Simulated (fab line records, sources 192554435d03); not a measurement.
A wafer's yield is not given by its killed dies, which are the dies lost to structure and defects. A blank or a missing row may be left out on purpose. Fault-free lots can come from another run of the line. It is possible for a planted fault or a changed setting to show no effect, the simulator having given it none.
Lot-split experiment :: flow n5Finfet :: 21 wafers read across 7 lots, on a route 1938 steps long

THE SPLIT ITSELF
At N5_FIN_SAQP_HM_DEP_03 (deposits SiNx from SiH4/NH3/N2, target thk 38 nm, time 33.6 s), the setting timeS was moved away from the recipe's 33.6 s on 6 of the 21 wafers read, by -14.9% to +10.8%. The other wafers ran this setting at the recipe's value.

FROM THE SPLIT TO THE READING: what the file shows between them, 9 steps
- N5_FIN_SAQP_THK_MEAS_05
- N5_FIN_SAQP_EXPOSE_13: exposes mask FIN CORE, target cd 35.6 nm (also split here: doseMj)
- N5_FIN_SAQP_PEB_14: peb time 60 s
- N5_FIN_SAQP_DEVELOP_15: develop time 30 s
- N5_FIN_SAQP_MANDREL2_REMOVE_60: chemistry HBr/Cl2/O2, target a-Si, stops on SiNx, bt time 10 s
- N5_FIN_SAQP_HM_OPEN_33: chemistry CH3F/O2, target SiNx, target depth 49.4 nm, time 70.6 s
- N5_FIN_SAQP_ETCH_34: etches SiO2 in C4F6/O2, target depth 45 nm, time 15 s
- N5_FIN_SAQP_STRIP_77: strips in N2/H2, time 90 s
- N5_FIN_SAQP_ETCH_64: etches SiO2 in CF4, target depth 1.5 nm

THE READING
SiNx_of_FIN_SAQP_HM_DEP_03.thkNm (the simulator's own value, which no gauge read), in nm, at N5_FIN_SAQP_FIN_ETCH_36 (etches the open film in HBr/Cl2/O2, target depth 120 nm, time 50.4 s). The file does not state a usual value for it. Average 21.2 nm, standard deviation 0.55 nm, over the 15 wafers here run with the recipe.

wafer: L077.1
tool, chamber at the split: pecvd-04, 1
timeS as run, s: 33.6
against the recipe: recipe
SiNx_of_FIN_SAQP_HM_DEP_03.thkNm, nm: 20.4
against lot-mates on the recipe: -

wafer: L077.3
tool, chamber at the split: pecvd-04, 1
timeS as run, s: 33.6
against the recipe: recipe
SiNx_of_FIN_SAQP_HM_DEP_03.thkNm, nm: 20.4
against lot-mates on the recipe: -

wafer: L077.2
tool, chamber at the split: pecvd-04, 0
timeS as run, s: 33.6
against the recipe: recipe
SiNx_of_FIN_SAQP_HM_DEP_03.thkNm, nm: 20.8
against lot-mates on the recipe: -

wafer: L082.2
tool, chamber at the split: pecvd-04, 2
timeS as run, s: 33.6
against the recipe: recipe
SiNx_of_FIN_SAQP_HM_DEP_03.thkNm, nm: 21.2
against lot-mates on the recipe: -

wafer: L082.3
tool, chamber at the split: pecvd-04, 0
timeS as run, s: 33.6
against the recipe: recipe
SiNx_of_FIN_SAQP_HM_DEP_03.thkNm, nm: 21
against lot-mates on the recipe: -

wafer: L082.6
tool, chamber at the split: pecvd-04, 1
timeS as run, s: 33.6
against the recipe: recipe
SiNx_of_FIN_SAQP_HM_DEP_03.thkNm, nm: 22.2
against lot-mates on the recipe: -

wafer: L084.3
tool, chamber at the split: pecvd-04, 1
timeS as run, s: 33.6
against the recipe: recipe
SiNx_of_FIN_SAQP_HM_DEP_03.thkNm, nm: 21.8
against lot-mates on the recipe: -

wafer: L084.5
tool, chamber at the split: pecvd-04, 0
timeS as run, s: 33.6
against the recipe: recipe
SiNx_of_FIN_SAQP_HM_DEP_03.thkNm, nm: 21
against lot-mates on the recipe: -

wafer: L084.6
tool, chamber at the split: pecvd-04, 2
timeS as run, s: 28.6
against the recipe: -14.9%
SiNx_of_FIN_SAQP_HM_DEP_03.thkNm, nm: 16.6
against lot-mates on the recipe: -4.8

wafer: L085.1
tool, chamber at the split: pecvd-04, 2
timeS as run, s: 37.22
against the recipe: +10.8%
SiNx_of_FIN_SAQP_HM_DEP_03.thkNm, nm: 25.2
against lot-mates on the recipe: +3.2

wafer: L085.5
tool, chamber at the split: pecvd-04, 0
timeS as run, s: 37.22
against the recipe: +10.8%
SiNx_of_FIN_SAQP_HM_DEP_03.thkNm, nm: 25.8
against lot-mates on the recipe: +3.8

wafer: L085.6
tool, chamber at the split: pecvd-04, 2
timeS as run, s: 33.6
against the recipe: recipe
SiNx_of_FIN_SAQP_HM_DEP_03.thkNm, nm: 22
against lot-mates on the recipe: -

wafer: L087.2
tool, chamber at the split: pecvd-01, 0
timeS as run, s: 33.6
against the recipe: recipe
SiNx_of_FIN_SAQP_HM_DEP_03.thkNm, nm: 20.8
against lot-mates on the recipe: -

wafer: L087.3
tool, chamber at the split: pecvd-01, 1
timeS as run, s: 33.6
against the recipe: recipe
SiNx_of_FIN_SAQP_HM_DEP_03.thkNm, nm: 20.8
against lot-mates on the recipe: -

wafer: L087.6
tool, chamber at the split: pecvd-01, 0
timeS as run, s: 33.6
against the recipe: recipe
SiNx_of_FIN_SAQP_HM_DEP_03.thkNm, nm: 21.8
against lot-mates on the recipe: -

wafer: L089.2
tool, chamber at the split: pecvd-02, 2
timeS as run, s: 32.11
against the recipe: -4.4%
SiNx_of_FIN_SAQP_HM_DEP_03.thkNm, nm: 19
against lot-mates on the recipe: -2.3

wafer: L089.5
tool, chamber at the split: pecvd-02, 1
timeS as run, s: 33.6
against the recipe: recipe
SiNx_of_FIN_SAQP_HM_DEP_03.thkNm, nm: 21.6
against lot-mates on the recipe: -

wafer: L089.6
tool, chamber at the split: pecvd-02, 0
timeS as run, s: 33.6
against the recipe: recipe
SiNx_of_FIN_SAQP_HM_DEP_03.thkNm, nm: 21
against lot-mates on the recipe: -

wafer: L093.2
tool, chamber at the split: pecvd-01, 1
timeS as run, s: 29
against the recipe: -13.7%
SiNx_of_FIN_SAQP_HM_DEP_03.thkNm, nm: 14.4
against lot-mates on the recipe: -6.4

wafer: L093.3
tool, chamber at the split: pecvd-01, 0
timeS as run, s: 29
against the recipe: -13.7%
SiNx_of_FIN_SAQP_HM_DEP_03.thkNm, nm: 15.2
against lot-mates on the recipe: -5.6

wafer: L093.6
tool, chamber at the split: pecvd-01, 2
timeS as run, s: 33.6
against the recipe: recipe
SiNx_of_FIN_SAQP_HM_DEP_03.thkNm, nm: 20.8
against lot-mates on the recipe: -

FIT RESULTS
A straight line over all 21 wafers: SiNx_of_FIN_SAQP_HM_DEP_03.thkNm changes by +0.406 nm for each +1% of timeS; r = +0.97; the points scatter about the line by 0.68 nm.
The same after taking each lot's own level away (the mean of its wafers on the recipe; 21 wafers): +0.375 nm for each +1%; r = +0.98; scatter 0.53 nm.
According to that fit, moving timeS by its largest amount changes the reading by 5.6 nm.
Measured against the standard deviation above, the lots' own levels, which go from 20.53 to 22.00 nm, span 2.7 times it.
The two slopes agree, so the slope changes little with the lot-to-lot level.
Check: -6.06 nm against its lot-mates is what the line predicts for one of the wafers moved furthest among these (-14.9%) when that wafer is left out of the fit. It came out at -4.8 nm against them.

THE OTHER SPLITS THESE WAFERS WENT THROUGH
Other splits were also applied to these wafers ahead of the reading. Each is held against what the fit with the lots' levels taken away leaves over:
other split on the same wafers: N5_WELL_APT_PEB_06 pebTimeS
wafers away from the commonest value: 8
r with SiNx_of_FIN_SAQP_HM_DEP_03.thkNm (lot level and that fit taken away): -0.09

other split on the same wafers: N5_PMOS_HMC_CHANNEL_EPI_EXPOSE_06 doseMj
wafers away from the commonest value: 7
r with SiNx_of_FIN_SAQP_HM_DEP_03.thkNm (lot level and that fit taken away): -0.28

other split on the same wafers: N5_PMOS_HMC_CHANNEL_EPI_PEB_07 pebTempC
wafers away from the commonest value: 4
r with SiNx_of_FIN_SAQP_HM_DEP_03.thkNm (lot level and that fit taken away): -0.41

other split on the same wafers: N5_FIN_SAQP_EXPOSE_13 doseMj
wafers away from the commonest value: 6
r with SiNx_of_FIN_SAQP_HM_DEP_03.thkNm (lot level and that fit taken away): -0.29

THE WHOLE CHAIN: every reading that the file lists as answering this split, in the file's order
step: N5_FIN_SAQP_HM_DEP_03
what it does: deposits SiNx from SiH4/NH3/N2, target thk 38 nm, time 33.6 s
reading: SiNx_of_FIN_SAQP_HM_DEP_03.thkNm (the simulator's own value, which no gauge read)
change (the file's fit): +0.377 nm for each +1% of the setting
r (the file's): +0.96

step: N5_FIN_SAQP_THK_MEAS_05
what it does: 
reading: thkNm
change (the file's fit): withheld for each +1% of the setting
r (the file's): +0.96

step: N5_FIN_SAQP_HM_OPEN_33
what it does: chemistry CH3F/O2, target SiNx, target depth 49.4 nm, time 70.6 s
reading: etchRfOnTimeS
change (the file's fit): withheld for each +1% of the setting
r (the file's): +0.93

step: N5_FIN_SAQP_HM_OPEN_33
what it does: chemistry CH3F/O2, target SiNx, target depth 49.4 nm, time 70.6 s
reading: etch.depthNm (the simulator's own value, which no gauge read)
change (the file's fit): +0.377 nm for each +1% of the setting
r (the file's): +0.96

step: N5_FIN_SAQP_FIN_ETCH_36
what it does: etches the open film in HBr/Cl2/O2, target depth 120 nm, time 50.4 s
reading: SiNx_of_FIN_SAQP_HM_DEP_03.thkNm (the simulator's own value, which no gauge read)
change (the file's fit): +0.37 nm for each +1% of the setting
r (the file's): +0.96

FILE'S OWN FIT
SiNx_of_FIN_SAQP_HM_DEP_03.thkNm changes by +0.37 nm for each +1% of timeS, r = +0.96.
